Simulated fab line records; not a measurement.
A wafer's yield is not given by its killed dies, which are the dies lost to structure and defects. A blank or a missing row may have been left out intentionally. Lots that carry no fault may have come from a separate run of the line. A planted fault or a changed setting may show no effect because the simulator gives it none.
Comparing a struck lot with a sound one || flow n5_finfet || 25 steps out of a route of 1938
Sound: the wafers L393.3, L393.4, L393.5. Wafers L389.1, L389.2, L389.6 were the ones struck. The cause comes at the end.
At each step with rows: each side's tool, then ch and its chambers, then its first start. Under that, the readings that differ: sound wafers || struck wafers || difference of the means || sigmas: that difference in standard deviations of wafers without a fault.
alike: a reading whose means differ by less than 2 such deviations, as well as words and numbers matching on both sides. not compared: withheld readings; readings where some wafer has no value; bounds like >300 that might hide an equal value; numbers whose values overlap and for which the record gives no deviation.
Wherever a step has rows on one side only, a row that says differs or no value, or a row with sigmas, the two part there. Non-overlapping numbers with no deviation appear without sigmas and do not part them. Lack of a reading on every wafer of one side parts them only where that side has two or more wafers.

N5_BEOL_M11_OVL_MEAS_12:
  sound on overlay-01 ch 0, day 15 02:46; struck on overlay-01 ch 0, day 15 09:04
  alike: M11_OVL
N5_BEOL_M11_INSPECT_13: inspects for defects (brightfield).
  sound on defect_inspect-01 at day 15 02:47; struck on defect_inspect-02 at day 15 09:05
  alike: raw_defect_count
then, 1 step without rows for these wafers: N5_BEOL_M11_DESCUM_16 (chemistry O2, time 7.9 s).
N5_BEOL_M11_ETCH_61: etches SiARC in CF4, target depth 39 nm, time 65 s.
  sound on rie_diel-03 ch 0,3, day 15 02:51; struck on rie_diel-01 ch 0,1,3, day 15 09:13
{"reading": "oes_product_au (a.u.)", "sound": "0.70 0.84 0.83", "struck": "0.67 0.59 0.61", "difference": -0.17, "sigmas": -3}
  alike: drypump_motor_current_A, etch_rf_on_time_s, rf_vpp_V, showerhead_plenum_p_Torr, throttle_valve_pct
  not compared: rf_hours_counter_h
then, 3 steps without rows for these wafers: N5_BEOL_M11_ETCH_62 (etches SOC in N2/H2, target depth 110 nm, overetch 22 nm, time 165 s); N5_BEOL_M11_STRIP_68 (strips in N2/H2); N5_BEOL_M11_STRIP_67 (strips in CF4).
N5_BEOL_M11_HM_OPEN_17: chemistry Cl2/BCl3, target TiN, target depth 20 nm, overetch 6 nm.
  sound on rie_metal-02 ch 0,1, day 15 03:07; struck on rie_metal-03 ch 0,1, day 15 09:27
{"reading": "oes_product_au (a.u.)", "sound": "0.75 0.67 0.76", "struck": "0.58 0.58 0.57", "difference": -0.15, "sigmas": -2}
  alike: drypump_motor_current_A, throttle_valve_pct
  not compared: rf_hours_counter_h
N5_BEOL_M11_STRIP_19: strips in O2.
  sound on rie_diel-03 ch 0,2,3, day 15 03:13; struck on rie_diel-03 ch 0,1,3, day 15 09:41
  alike: drypump_motor_current_A, oes_product_au, rf_vpp_V, showerhead_plenum_p_Torr, throttle_valve_pct
  not compared: rf_hours_counter_h
N5_BEOL_M11_CD_MEAS_18: pitch 140 nm, target cd 70 nm.
  sound on cd_sem-03 at day 15 03:17; struck on cd_sem-03 at day 15 09:45
  alike: cd_nm
then, 2 steps without rows for these wafers: N5_BEOL_M11_COAT_63 (time 60 s, resist thk 100 nm); N5_BEOL_M11_COAT_64 (time 60 s, resist thk 30 nm).
N5_BEOL_M11_COAT_22: resist thk 90 nm.
  sound on litho_track-03 ch 0, day 15 07:16; struck on litho_track-01 ch 0, day 15 11:55
{"reading": "spin_speed_rpm (rpm)", "sound": "1501.2 1499.6 1500.6", "struck": "1553.7 1553.4 1551.8", "difference": "+52.5", "sigmas": "+48"}
{"reading": "model.CAR-ArF_of_BEOL_M11_COAT_22.thk_nm (nm)", "sound": "90 90.4 90", "struck": "88.4 88.2 88.6", "difference": -1.7, "sigmas": ""}
then, 5 steps without rows for these wafers: N5_BEOL_M11_EBR_24; N5_BEOL_M11_SOFTBAKE_23 (time 60 s); N5_BEOL_M11_EXPOSE_25 (exposes mask V10); N5_BEOL_M11_PEB_26 (peb time 60 s); N5_BEOL_M11_DEVELOP_27 (develop time 30 s).
N5_BEOL_M11_CD_MEAS_28 targets a cd of 70 nm.
  sound on cd_sem-01 ch 0, day 15 07:39; struck on cd_sem-01 ch 0, day 15 12:17
  alike: cd_nm
N5_BEOL_M11_OVL_MEAS_29:
  sound on overlay-01 ch 0, day 15 07:41; struck on overlay-01 ch 0, day 15 12:19
  alike: V10_OVL
N5_BEOL_M11_INSPECT_30: inspects for defects (brightfield).
  sound on defect_inspect-01 at day 15 07:42; struck on defect_inspect-02 at day 15 12:20
  alike: raw_defect_count
N5_BEOL_M11_DESCUM_33: chemistry O2, time 7.9 s.
  sound on rie_diel-03 ch 1,3, day 15 07:44; struck on rie_diel-03 ch 0,3, day 15 12:22
  alike: drypump_motor_current_A, oes_product_au, rf_vpp_V, showerhead_plenum_p_Torr, throttle_valve_pct
  not compared: rf_hours_counter_h
N5_BEOL_M11_ETCH_65: etches SiARC in CF4, target depth 39 nm, time 65 s.
  sound on rie_diel-03 ch 1,3, day 15 07:46; struck on rie_diel-03 ch 0,3, day 15 12:24
{"reading": "model.CAR-ArF_of_BEOL_M11_COAT_22.thk_nm (nm)", "sound": "55.6 55.8 55.4", "struck": "54 53.6 54", "difference": -2, "sigmas": ""}
  alike: drypump_motor_current_A, etch_rf_on_time_s, oes_product_au, rf_vpp_V, showerhead_plenum_p_Torr, throttle_valve_pct
  not compared: rf_hours_counter_h
N5_BEOL_M11_ETCH_66: etches SOC in N2/H2, target depth 120 nm, overetch 24 nm, time 180 s.
  sound on rie_diel-03 ch 1,3, day 15 07:49; struck on rie_diel-03 ch 0,3, day 15 12:27
  alike: drypump_motor_current_A, oes_product_au, rf_vpp_V, showerhead_plenum_p_Torr, throttle_valve_pct
  not compared: rf_hours_counter_h
N5_PASSIVATION_PROBE_49:
  the record holds rows for the sound wafers here (prober-02, day 17 07:25) but none for the struck ones

== WHERE THEY PART ==
At N5_BEOL_M11_ETCH_61 first; at N5_PASSIVATION_PROBE_49 last (within this record only).

WHY: what had been put in by the simulator
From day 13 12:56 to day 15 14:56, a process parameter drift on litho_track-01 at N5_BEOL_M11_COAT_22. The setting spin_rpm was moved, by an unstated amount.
